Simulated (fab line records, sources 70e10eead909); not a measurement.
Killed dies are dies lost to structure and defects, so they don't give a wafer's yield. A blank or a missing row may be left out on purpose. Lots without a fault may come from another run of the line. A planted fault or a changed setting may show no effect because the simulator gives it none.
Which tool did it? | flow nand_harc | 11 lots, 33 wafers sampled, at 2 steps of a route of 1302

WHAT THE GAUGES READ, wafer by wafer
NHARC_A_CHANNEL_HOLE_D1_INSPECT_12.
lot  | measured     | on                | raw_defect_count
L550 | day 10 09:17 | defect_inspect-01 | 8 5 9
L553 | day 11 19:09 | defect_inspect-02 | 6 4 9
L556 | day 12 08:07 | defect_inspect-01 | 6 3 4
L558 | day 13 09:13 | defect_inspect-02 | 399 435 490
L559 | day 13 09:22 | defect_inspect-01 | 10 3 4
L557 | day 13 10:35 | defect_inspect-02 | 429 462 467
L565 | day 16 19:15 | defect_inspect-02 | 6 8 8
L567 | day 17 01:52 | defect_inspect-02 | 9 2 7
L566 | day 17 03:00 | defect_inspect-02 | 6 10 6
L569 | day 17 17:35 | defect_inspect-01 | 3 4 7
L568 | day 17 18:23 | defect_inspect-01 | 3 7 4

WHICH TOOL RAN EACH LOT (tool, then ch and the chambers of the sampled wafers, then the start)
lot  | NHARC_A_CHANNEL_HOLE_D1_DEP_01
L550 | pecvd-01 ch 0,1, day 10 08:26
L553 | pecvd-02 ch 1,2, day 11 18:19
L556 | pecvd-01 ch 0,1,2, day 12 07:23
L558 | pecvd-01 ch 0,2, day 13 08:19
L559 | pecvd-02 ch 0,1, day 13 08:25
L557 | pecvd-01 ch 0,2, day 13 09:39
L565 | pecvd-01 ch 1,2, day 16 18:26
L567 | pecvd-03 ch 0,1,2, day 17 01:13
L566 | pecvd-01 ch 0,2, day 17 02:10
L569 | pecvd-01 ch 0,1, day 17 16:53
L568 | pecvd-02 ch 0,2, day 17 17:32
- NHARC_A_CHANNEL_HOLE_D1_DEP_01: deposits SiON, target thk 140 nm.

THE ANSWER, worked out from the rows above alone
Rule: what is usual is taken from the lots themselves. Put in order of their means at a reading, lots are off if they are a third of the lots or fewer, leave a main group of 4 or more, and stand apart from it by a gap of 3 or more times the standard deviation of the main group's means; of several such gaps the widest counts. A main group whose means are all the same, to the digits that the tables above print for the reading, isn't used. A lot without any number at a reading at which 4 lots or more have one is off too. The other lots that the step has rows for count as sound.
Off: L558, L557, at NHARC_A_CHANNEL_HOLE_D1_INSPECT_12 (raw_defect_count). The main group: mean 6.0, standard deviation 1.1.
A tool fits if, at a process step before that reading, it ran every lot that is off, and no sound lot after the first of them. The gauges at NHARC_A_CHANNEL_HOLE_D1_INSPECT_12 are tried like those tools. None of those tried fits.

WHAT THE SIMULATOR HAD PUT IN
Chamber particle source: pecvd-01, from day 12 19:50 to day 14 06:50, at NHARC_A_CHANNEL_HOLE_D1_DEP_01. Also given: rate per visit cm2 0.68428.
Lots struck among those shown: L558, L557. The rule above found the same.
